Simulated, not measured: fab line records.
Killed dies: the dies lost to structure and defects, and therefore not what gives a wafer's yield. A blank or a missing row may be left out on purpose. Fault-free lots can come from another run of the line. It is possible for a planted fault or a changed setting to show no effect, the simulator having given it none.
Matching of chambers :: flow n5_finfet :: N5_BEOL_M0_SAQP_STRIP_108 on rie_diel-03 has 4 sister chambers
The step strips in N2/H2. 22 wafers are shown with their chamber, then 11 later ones without.

## WAFERS WITH THEIR CHAMBER
wafer: L075.3
chamber: 3
showerhead_plenum_p_Torr (Torr): 3.24
drypump_motor_current_A (A): 5.73
throttle_valve_pct (%): 19.1

wafer: L075.4
chamber: 2
showerhead_plenum_p_Torr (Torr): 3.21
drypump_motor_current_A (A): 6.06
throttle_valve_pct (%): 18.6

wafer: L075.6
chamber: 0
showerhead_plenum_p_Torr (Torr): 3.28
drypump_motor_current_A (A): 6.39
throttle_valve_pct (%): 18.9

wafer: L077.3
chamber: 2
showerhead_plenum_p_Torr (Torr): 3.21
drypump_motor_current_A (A): 6.07
throttle_valve_pct (%): 18.6

wafer: L077.4
chamber: 3
showerhead_plenum_p_Torr (Torr): 3.24
drypump_motor_current_A (A): 5.71
throttle_valve_pct (%): 19.1

wafer: L077.5
chamber: 1
showerhead_plenum_p_Torr (Torr): 3.39
drypump_motor_current_A (A): 5.98
throttle_valve_pct (%): 19.1

wafer: L080.1
chamber: 3
showerhead_plenum_p_Torr (Torr): 3.24
drypump_motor_current_A (A): 5.72
throttle_valve_pct (%): 19.1

wafer: L080.2
chamber: 1
showerhead_plenum_p_Torr (Torr): 3.39
drypump_motor_current_A (A): 6.00
throttle_valve_pct (%): 19.1

wafer: L080.6
chamber: 3
showerhead_plenum_p_Torr (Torr): 3.24
drypump_motor_current_A (A): 5.71
throttle_valve_pct (%): 19.1

wafer: L081.1
chamber: 3
showerhead_plenum_p_Torr (Torr): 3.24
drypump_motor_current_A (A): 5.73
throttle_valve_pct (%): 19.1

wafer: L081.4
chamber: 1
showerhead_plenum_p_Torr (Torr): 3.39
drypump_motor_current_A (A): 6.03
throttle_valve_pct (%): 19.1

wafer: L081.6
chamber: 2
showerhead_plenum_p_Torr (Torr): 3.21
drypump_motor_current_A (A): 6.09
throttle_valve_pct (%): 18.6

wafer: L084.4
chamber: 0
showerhead_plenum_p_Torr (Torr): 3.28
drypump_motor_current_A (A): 6.42
throttle_valve_pct (%): 18.6

wafer: L084.5
chamber: 1
showerhead_plenum_p_Torr (Torr): 3.38
drypump_motor_current_A (A): 5.97
throttle_valve_pct (%): 19.2

wafer: L084.6
chamber: 2
showerhead_plenum_p_Torr (Torr): 3.20
drypump_motor_current_A (A): 6.09
throttle_valve_pct (%): 18.6

wafer: L088.1
chamber: 0
showerhead_plenum_p_Torr (Torr): 3.28
drypump_motor_current_A (A): 6.45
throttle_valve_pct (%): 18.6

wafer: L088.3
chamber: 2
showerhead_plenum_p_Torr (Torr): 3.20
drypump_motor_current_A (A): 6.07
throttle_valve_pct (%): 18.6

wafer: L088.4
chamber: 1
showerhead_plenum_p_Torr (Torr): 3.38
drypump_motor_current_A (A): 5.98
throttle_valve_pct (%): 19.2

wafer: L091.4
chamber: 1
showerhead_plenum_p_Torr (Torr): 3.38
drypump_motor_current_A (A): 5.98
throttle_valve_pct (%): 19.1

wafer: L091.5
chamber: 2
showerhead_plenum_p_Torr (Torr): 3.20
drypump_motor_current_A (A): 6.06
throttle_valve_pct (%): 18.6

wafer: L091.6
chamber: 0
showerhead_plenum_p_Torr (Torr): 3.27
drypump_motor_current_A (A): 6.46
throttle_valve_pct (%): 18.6

wafer: L092.1
chamber: 0
showerhead_plenum_p_Torr (Torr): 3.27
drypump_motor_current_A (A): 6.40
throttle_valve_pct (%): 18.6

SIGNATURES (averages over the wafers above)
reading: showerhead_plenum_p_Torr
chamber 0: 3.2760
chamber 1: 3.3850
chamber 2: 3.2050
chamber 3: 3.2400
scatter within a chamber: 0.00483

reading: drypump_motor_current_A
chamber 0: 6.4240
chamber 1: 5.9900
chamber 2: 6.0733
chamber 3: 5.7200
scatter within a chamber: 0.0203

reading: throttle_valve_pct
chamber 0: 18.660
chamber 1: 19.133
chamber 2: 18.600
chamber 3: 19.100
scatter within a chamber: 0.0689
Rule: a wafer's distance from a chamber is the root of the sum, over the readings, of the square of ((its reading less the chamber's mean) divided by the reading's scatter). The wafer belongs to the nearest chamber; if the next one is less than 2 further off, it can't be placed. How the scatter is found: for the shown wafers, subtract from each reading the mean of its chamber, square and add these, divide the total by (wafers less chambers), then take the root.

## WAFERS WHOSE CHAMBER IS MISSING
wafer: L092.3
showerhead_plenum_p_Torr (Torr): 3.38
drypump_motor_current_A (A): 5.95
throttle_valve_pct (%): 19.2

wafer: L092.4
showerhead_plenum_p_Torr (Torr): 3.27
drypump_motor_current_A (A): 6.42
throttle_valve_pct (%): 18.6

wafer: L093.1
showerhead_plenum_p_Torr (Torr): 3.22
drypump_motor_current_A (A): 5.72
throttle_valve_pct (%): 19.1

wafer: L093.2
showerhead_plenum_p_Torr (Torr): 3.19
drypump_motor_current_A (A): 6.06
throttle_valve_pct (%): 18.6

wafer: L093.5
showerhead_plenum_p_Torr (Torr): 3.27
drypump_motor_current_A (A): 6.42
throttle_valve_pct (%): 18.6

wafer: L096.3
showerhead_plenum_p_Torr (Torr): 3.22
drypump_motor_current_A (A): 5.70
throttle_valve_pct (%): 19.1

wafer: L096.5
showerhead_plenum_p_Torr (Torr): 3.19
drypump_motor_current_A (A): 6.07
throttle_valve_pct (%): 18.6

wafer: L096.6
showerhead_plenum_p_Torr (Torr): 3.37
drypump_motor_current_A (A): 5.95
throttle_valve_pct (%): 19.2

wafer: L097.2
showerhead_plenum_p_Torr (Torr): 3.27
drypump_motor_current_A (A): 6.42
throttle_valve_pct (%): 18.6

wafer: L097.3
showerhead_plenum_p_Torr (Torr): 3.19
drypump_motor_current_A (A): 6.07
throttle_valve_pct (%): 18.6

wafer: L097.5
showerhead_plenum_p_Torr (Torr): 3.19
drypump_motor_current_A (A): 6.02
throttle_valve_pct (%): 18.6

## WHICH CHAMBER EACH ONE RAN IN
wafer: L092.3
from the rows above: 1
in truth: 1

wafer: L092.4
from the rows above: 0
in truth: 0

wafer: L093.1
from the rows above: 3
in truth: 3

wafer: L093.2
from the rows above: 2
in truth: 2

wafer: L093.5
from the rows above: 0
in truth: 0

wafer: L096.3
from the rows above: 3
in truth: 3

wafer: L096.5
from the rows above: 2
in truth: 2

wafer: L096.6
from the rows above: 1
in truth: 1

wafer: L097.2
from the rows above: 0
in truth: 0

wafer: L097.3
from the rows above: 2
in truth: 2

wafer: L097.5
from the rows above: 2
in truth: 2
Correct placement for 11 of the 11. Can't be placed from these rows: 0. Number placed wrongly: 0.
